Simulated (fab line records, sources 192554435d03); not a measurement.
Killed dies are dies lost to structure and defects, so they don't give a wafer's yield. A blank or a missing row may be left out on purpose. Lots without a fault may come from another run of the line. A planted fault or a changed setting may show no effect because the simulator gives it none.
Which tool did it? | flow n5_finfet | 9 lots, 27 wafers sampled, at 5 steps of a route of 1938

WHAT THE GAUGES READ, wafer by wafer
N5_BEOL_M2_CD_MEAS_28: target cd 26.2 nm, target cd y 24.1 nm. Usual: cd_nm 26.17 nm, standard deviation 0.21.
lot  | measured     | on        | cd_nm (nm)        | flag
L503 | day 7 09:25  | cd_sem-02 | 26.37 26.06 26.09 |
L505 | day 8 04:54  | cd_sem-02 | 26.46 26.12 26.02 |
L507 | day 8 13:45  | cd_sem-03 | 26.29 26.30 26.30 |
L510 | day 8 20:47  | cd_sem-01 | 26.15 25.93 25.94 |
L518 | day 11 06:48 | cd_sem-02 | 26.29 25.71 26.04 |
L520 | day 12 03:43 | cd_sem-03 | 26.59 26.47 26.35 |
L522 | day 12 08:43 | cd_sem-03 | 26.12 26.34 25.97 |
L523 | day 12 09:32 | cd_sem-02 | 25.93 26.25 26.07 |
L524 | day 12 15:15 | cd_sem-03 | 26.50 26.46 26.54 |

N5_BEOL_M4_RC_MEAS_101. Usual: DIBL_N 37.1 mV/V, standard deviation 1.8; DIBL_P 37.2 mV/V, standard deviation 2.1; IOFF_N 0.17 nA/um, standard deviation 0.033; IOFF_P 0.22 nA/um, standard deviation 0.037; ION_N 680 uA/um, standard deviation 11; ION_P 464 uA/um, standard deviation 7.7; SS_N 71.7 mV/dec, standard deviation 0.63; SS_P 73.6 mV/dec, standard deviation 0.67; VT_N 248.9 mV, standard deviation 2.9; VT_P -251 mV, standard deviation 3.6.
lot  | measured     | on        | DIBL_N (mV/V)  | DIBL_P (mV/V)  | IOFF_N (nA/um) | IOFF_P (nA/um) | ION_N (uA/um) | ION_P (uA/um) | SS_N (mV/dec)  | SS_P (mV/dec)  | VT_N (mV)         | VT_P (mV)      | flag
L503 | day 8 19:38  | prober-01 | 37.7 32.4 36.1 | 39.0 32.8 37.3 | 0.21 0.11 0.18 | 0.24 0.15 0.21 | 684 666 682   | 467 458 465   | 72.2 70.6 71.9 | 74.0 72.1 73.8 | 244.9 253.1 246.9 | -249 -256 -250 |
L505 | day 9 10:14  | prober-02 | 36.0 37.9 35.0 | 36.5 39.2 35.4 | 0.17 0.21 0.15 | 0.24 0.29 0.21 | 691 684 684   | 468 471 469   | 71.0 71.7 70.8 | 73.2 74.4 73.2 | 248.1 245.2 249.1 | -247 -246 -249 |
L507 | day 9 19:16  | prober-02 | 36.6 37.9 38.8 | 35.3 38.5 38.1 | 0.14 0.18 0.19 | 0.16 0.22 0.21 | 663 684 681   | 449 464 463   | 72.0 72.4 71.7 | 72.9 74.1 74.2 | 253.8 248.7 249.6 | -254 -253 -253 |
L510 | day 10 19:17 | prober-01 | 35.6 38.3 34.8 | 35.8 37.0 34.9 | 0.15 0.19 0.14 | 0.20 0.23 0.19 | 675 691 678   | 466 470 464   | 71.2 71.7 70.5 | 73.9 73.9 72.2 | 249.1 249.9 250.8 | -251 -249 -254 |
L518 | day 12 22:01 | prober-01 | 36.6 35.4 39.7 | 36.0 34.3 38.6 | 0.15 0.13 0.21 | 0.20 0.18 0.24 | 673 687 671   | 461 472 455   | 71.4 71.3 72.8 | 73.1 73.1 73.6 | 251.9 251.6 248.7 | -249 -252 -250 |
L520 | day 13 19:06 | prober-02 | 37.3 38.2 41.6 | 37.1 37.8 41.5 | 0.17 0.20 0.29 | 0.22 0.24 0.31 | 703 677 701   | 478 462 477   | 72.3 71.6 72.4 | 73.7 74.4 75.2 | 246.6 245.7 241.5 | -249 -250 -244 |
L522 | day 14 06:01 | prober-01 | 38.4 37.4 37.3 | 37.9 36.2 35.7 | 0.20 0.18 0.17 | 0.24 0.22 0.21 | 695 678 666   | 469 461 461   | 72.2 72.0 71.5 | 74.3 73.4 73.1 | 243.4 247.8 249.1 | -249 -251 -252 |
L523 | day 14 10:52 | prober-02 | 39.5 40.7 37.4 | 39.0 38.9 35.8 | 0.18 0.21 0.16 | 0.24 0.24 0.20 | 664 678 680   | 463 461 461   | 71.9 73.2 71.3 | 73.9 74.5 73.8 | 249.3 247.9 250.8 | -248 -247 -250 |
L524 | day 14 13:47 | prober-02 | 40.8 35.2 37.1 | 40.8 34.0 36.9 | 0.27 0.13 0.18 | 0.34 0.20 0.25 | 703 677 679   | 477 463 467   | 73.1 72.0 71.7 | 74.0 72.0 73.6 | 242.1 251.3 248.0 | -241 -248 -244 |

WHICH TOOL RAN EACH LOT (tool, then ch and the chambers of the sampled wafers, then the start)
lot  | N5_BEOL_M2_ETCH_70                 | N5_BEOL_M2_TRENCH_ETCH_37                     | N5_BEOL_M2_ETCH_41
L503 | rie_diel-03 ch 1,2,3, day 7 13:23  | rie_diel-03 ch 1,2,3, day 8 19:38 or earlier  | rie_diel-03 ch 1,2,3, day 8 19:38 or earlier
L505 | rie_diel-03 ch 1,2,3, day 8 07:40  | rie_diel-03 ch 1,2,3, day 9 10:14 or earlier  | rie_diel-03 ch 1,2,3, day 9 10:14 or earlier
L507 | rie_diel-05 ch 1,2, day 8 17:52    | rie_diel-05 ch 1,2, day 9 19:16 or earlier    | rie_diel-05 ch 1,2, day 9 19:16 or earlier
L510 | rie_diel-05 ch 1,2,3, day 9 00:10  | rie_diel-05 ch 1,2,3, day 10 19:17 or earlier | rie_diel-05 ch 1,2,3, day 10 19:17 or earlier
L518 | rie_diel-03 ch 0,1,3, day 11 17:52 | rie_diel-03 ch 0,1,3, day 12 22:01 or earlier | rie_diel-03 ch 0,1,3, day 12 22:01 or earlier
L520 | rie_diel-03 ch 0,1,3, day 12 06:58 | rie_diel-03 ch 0,1,3, day 13 19:06 or earlier | rie_diel-03 ch 0,1,3, day 13 19:06 or earlier
L522 | rie_diel-01 ch 0,1,3, day 12 13:04 | rie_diel-01 ch 0,1,3, day 14 06:01 or earlier | rie_diel-01 ch 0,1,3, day 14 06:01 or earlier
L523 | rie_diel-05 ch 2,3, day 12 17:32   | rie_diel-05 ch 2,3, day 14 10:52 or earlier   | rie_diel-05 ch 2,3, day 14 10:52 or earlier
L524 | rie_diel-01 ch 0,1, day 12 21:08   | rie_diel-01 ch 0,1, day 14 13:47 or earlier   | rie_diel-01 ch 0,1, day 14 13:47 or earlier
- N5_BEOL_M2_ETCH_70: etches SOC in N2/H2, target depth 80 nm, overetch 24 nm, time 130 s.
- N5_BEOL_M2_TRENCH_ETCH_37: etches SiOC in C4F6/O2, target depth 55.555 nm, time 29.2 s.
- N5_BEOL_M2_ETCH_41: etches SiCN in CH3F/O2, target depth 29.9 nm, time 52.5 s.

WHAT THE TOOLS THEMSELVES READ (means of the sampled wafers that have a number; where no wafer has one, the mark that the record gives instead)
N5_BEOL_M2_ETCH_70. Usual: drypump_motor_current_A 5.5 A, standard deviation 0.51; h2_flow_sccm 200.1 sccm, standard deviation 0.61; oes_product_au 0.58 a.u., standard deviation 0.048; rf_vpp_V 525.2 V, standard deviation 2.5; run_length_s 153.3 s, standard deviation 0.47; showerhead_plenum_p_Torr 2.59 Torr, standard deviation 0.082; throttle_valve_pct 17.92 %, standard deviation 0.11.
lot  | tool        | drypump_motor_current_A (A) | h2_flow_sccm (sccm) | oes_product_au (a.u.) | rf_vpp_V (V) | run_length_s (s) | showerhead_plenum_p_Torr (Torr) | throttle_valve_pct (%) | flag
L503 | rie_diel-03 | 5.6                         | 200.0               | 0.56                  | 522.9        | 153.0            | 2.52                            | 18.02                  |
L505 | rie_diel-03 | 5.6                         | 200.2               | 0.56                  | 522.4        | 153.2            | 2.51                            | 18.03                  |
L507 | rie_diel-05 | 5.6                         | 199.9               | 0.63                  | 526.2        | 152.7            | 2.63                            | 17.91                  |
L510 | rie_diel-05 | 5.3                         | 200.3               | 0.62                  | 526.7        | 153.0            | 2.62                            | 17.89                  |
L518 | rie_diel-03 | 5.7                         | 199.7               | 0.59                  | 526.2        | 158.6            | 2.65                            | 17.91                  | OFF
L520 | rie_diel-03 | 5.7                         | 200.3               | 0.58                  | 526.7        | 164.0            | 2.64                            | 17.92                  | OFF
L522 | rie_diel-01 | 5.7                         | 200.1               | 0.56                  | 525.3        | 153.3            | 2.59                            | 17.83                  |
L523 | rie_diel-05 | 5.3                         | 200.0               | 0.60                  | 528.1        | 152.8            | 2.68                            | 17.93                  |
L524 | rie_diel-01 | 5.6                         | 199.5               | 0.59                  | 524.5        | 153.6            | 2.57                            | 17.79                  |

N5_BEOL_M2_TRENCH_ETCH_37. Usual: drypump_motor_current_A 5.5 A, standard deviation 0.51; oes_product_au 0.79 a.u., standard deviation 0.069; rf_vpp_V 668 V, standard deviation 14; run_length_s 52.5 s, standard deviation 0.46; showerhead_plenum_p_Torr 2.90 Torr, standard deviation 0.087; throttle_valve_pct 20.99 %, standard deviation 0.19.
lot  | tool        | drypump_motor_current_A (A) | oes_product_au (a.u.) | rf_vpp_V (V) | run_length_s (s) | showerhead_plenum_p_Torr (Torr) | throttle_valve_pct (%) | flag
L503 | rie_diel-03 | 5.6                         | 0.75                  | 665          | 52.5             | 2.83                            | 21.14                  |
L505 | rie_diel-03 | 5.6                         | 0.75                  | 664          | 52.2             | 2.83                            | 21.16                  |
L507 | rie_diel-05 | 5.6                         | 0.86                  | 665          | 51.7             | 2.93                            | 20.88                  |
L510 | rie_diel-05 | 5.3                         | 0.85                  | 663          | 52.2             | 2.93                            | 20.91                  |
L518 | rie_diel-03 | 5.8                         | 0.82                  | 661          | 52.3             | 2.95                            | 20.92                  |
L520 | rie_diel-03 | 5.8                         | 0.81                  | 660          | 52.3             | 2.95                            | 20.92                  |
L522 | rie_diel-01 | 5.7                         | 0.76                  | 676          | 52.6             | 2.89                            | 20.83                  |
L523 | rie_diel-05 | 5.3                         | 0.82                  | 675          | 51.9             | 3.00                            | 21.02                  |
L524 | rie_diel-01 | 5.7                         | 0.81                  | 673          | 53.0             | 2.87                            | 20.82                  |

N5_BEOL_M2_ETCH_41. Usual: drypump_motor_current_A 5.5 A, standard deviation 0.5; oes_product_au 0.79 a.u., standard deviation 0.068; rf_vpp_V 298.0 V, standard deviation 1.5; run_length_s 75.8 s, standard deviation 0.46; showerhead_plenum_p_Torr 2.04 Torr, standard deviation 0.064; throttle_valve_pct 16.43 %, standard deviation 0.18.
lot  | tool        | drypump_motor_current_A (A) | oes_product_au (a.u.) | rf_vpp_V (V) | run_length_s (s) | showerhead_plenum_p_Torr (Torr) | throttle_valve_pct (%) | flag
L503 | rie_diel-03 | 5.6                         | 0.75                  | 297.1        | 75.6             | 1.99                            | 16.57                  |
L505 | rie_diel-03 | 5.6                         | 0.75                  | 296.7        | 75.6             | 1.98                            | 16.57                  |
L507 | rie_diel-05 | 5.6                         | 0.86                  | 298.8        | 75.2             | 2.07                            | 16.30                  |
L510 | rie_diel-05 | 5.3                         | 0.84                  | 298.1        | 75.6             | 2.06                            | 16.31                  |
L518 | rie_diel-03 | 5.7                         | 0.83                  | 299.3        | 75.7             | 2.07                            | 16.35                  |
L520 | rie_diel-03 | 5.8                         | 0.82                  | 299.0        | 75.9             | 2.07                            | 16.36                  |
L522 | rie_diel-01 | 5.6                         | 0.77                  | 297.5        | 76.0             | 2.04                            | 16.31                  |
L523 | rie_diel-05 | 5.3                         | 0.82                  | 299.2        | 75.1             | 2.12                            | 16.42                  |
L524 | rie_diel-01 | 5.6                         | 0.81                  | 297.8        | 76.0             | 2.02                            | 16.27                  |

THE ANSWER, worked out from the rows above alone
Rule: a lot is off if the mean of its wafers that have a number lies more than 3 standard deviations from the usual mean. A lot without any number at a reading at which 4 lots or more have one is off too. The other lots that the step has rows for count as sound. The gauges are gone through in route order, then the tools' own readings, and for those a lot's mean is taken as printed above. The first step at which some lot is off is used, and at that step the reading that is off furthest; a lot without a number counts as furthest.
Off: L518, L520, at N5_BEOL_M2_ETCH_70 (run_length_s).
A tool fits if, at that step or a process step before it, it ran every lot that is off, and no sound lot after the first of them. One fits: rie_diel-03 at N5_BEOL_M2_ETCH_70. Its last sound lot is L505 (day 8 07:40), its first lot that is off L518 (day 11 17:52): a fault that began between those two fits.
The tool's own readings at N5_BEOL_M2_ETCH_70 bear it out: on the lots that are off they differ by more than 5 times the standard deviation of the sound lots' means. run_length_s reads 161.3 s there against 153.1 s on the sound lots.

WHAT THE SIMULATOR HAD PUT IN
Process parameter drift: rie_diel-03, from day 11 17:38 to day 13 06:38, at N5_BEOL_M2_ETCH_70. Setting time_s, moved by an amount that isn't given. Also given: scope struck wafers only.
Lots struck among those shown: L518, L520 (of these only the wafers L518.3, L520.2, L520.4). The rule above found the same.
